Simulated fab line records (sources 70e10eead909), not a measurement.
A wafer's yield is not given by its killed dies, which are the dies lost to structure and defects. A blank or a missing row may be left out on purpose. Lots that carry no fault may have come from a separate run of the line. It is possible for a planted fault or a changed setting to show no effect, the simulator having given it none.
8D (eight disciplines) problem report, filled in by code / flow nand-harc / the parts of the form that need people (team, actions taken, sign-off) are left out

== 1. THE PROBLEM ==
Mean of killed-at-periphery at NHARC_END_SORT_01: 206 across 6 wafers in 2 lots; on wafers with no fault it is 4 (standard deviation 3.2). That puts it +63 standard deviations away from the usual mean.
First observed at day 27 17:02: wafer L254.1, on prober-02. The record holds 42 wafers of 14 lots with a number at this step. By rule, "out" or "out of limits" means more than 4 standard deviations away from the usual mean. The other wafers with a number count as sound.

== 2. WHAT IT IS; WHAT IT IS NOT ==
question=which readings at this step | is=killed-at-periphery, defect-limited-yield, killed-dies | is not=killed-at-array, killed-at-other, killed-open, killed-short
question=which lots | is=L253, L254 | is not=L246, L247, L248, L250, L252, L262, L263, L264, L265, L267, L268, L269
question=which wafers of those lots | is=all that have a number | is not=-
question=read on which gauges | is=prober-01, prober-02 | is not=-
question=when | is=from day 27 17:02 | is not=up to then (15 sound wafers); but 21 sound wafers of L262, L263, L264, L265, L267, L268, L269 came after

== 3. WHAT RULES OUT EACH SUSPECT ==
Counting: a tool stays on the suspect list if, at a process step up to the reading, it processed all lots that are out and no sound lot following the first of them.
- the gauge at NHARC_END_SORT_01: ruled out. 2 gauges (prober-01, prober-02) read the wafers that are out.
- ecd-cu-01 at NHARC_P_M2_ECD_22 (material Cu, target thk 400 nm): ruled out as a lasting fault. The sound lots L264, L265 went through it after L253, its earliest lot that is out (day 9 09:40).
- plasma-asher-01 at NHARC_THIN_TSV_STRIP_45 (strips in O2): ruled out as a lasting fault. The sound lots L263, L265, L269 went through it after L254, its earliest lot that is out (day 27 02:54).
- rtp-anneal-02 at NHARC_THIN_TSV_ANNEAL_52 (time 90 s): ruled out as a lasting fault. The sound lots L262, L264, L267, L269 went through it after L254, its earliest lot that is out (day 27 05:55).
Left after counting: nothing in the record.

== 4. THE CAUSE (what the simulator had put in) ==
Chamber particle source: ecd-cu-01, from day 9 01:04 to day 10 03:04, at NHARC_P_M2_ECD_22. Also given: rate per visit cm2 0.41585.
Counting ruled it out, wrongly: the rule takes a fault to strike every lot that its tool runs from its start on, and this one did not.

== 5. SEQUENCE OF EFFECTS, ordered by route ==
Rows list readings where the struck wafers' mean (over those with a number) sits beyond 3 standard deviations from the usual. Readings are gone through only where the record gives a usual standard deviation; hours: the median, over the lots, of the time from a lot's start at the first step in this table giving one to that lot's start at this step; sigmas: the change measured in usual standard deviations.
hours=0; step=NHARC_END_SORT_01; reading=defect-limited-yield; usual=90.9 %; on struck wafers=62.0; change=-28.9; sigmas=-12
hours=0; step=NHARC_END_SORT_01; reading=killed-at-periphery; usual=4; on struck wafers=206; change=+202; sigmas=+63
hours=0; step=NHARC_END_SORT_01; reading=killed-dies; usual=61; on struck wafers=258; change=+196; sigmas=+12

== 6. HOW IT WOULD HAVE BEEN CAUGHT EARLIER ==
In this record the first reading out of limits at a measuring or inspecting step was taken at day 27 17:02, 448 hours after the fault began at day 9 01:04.
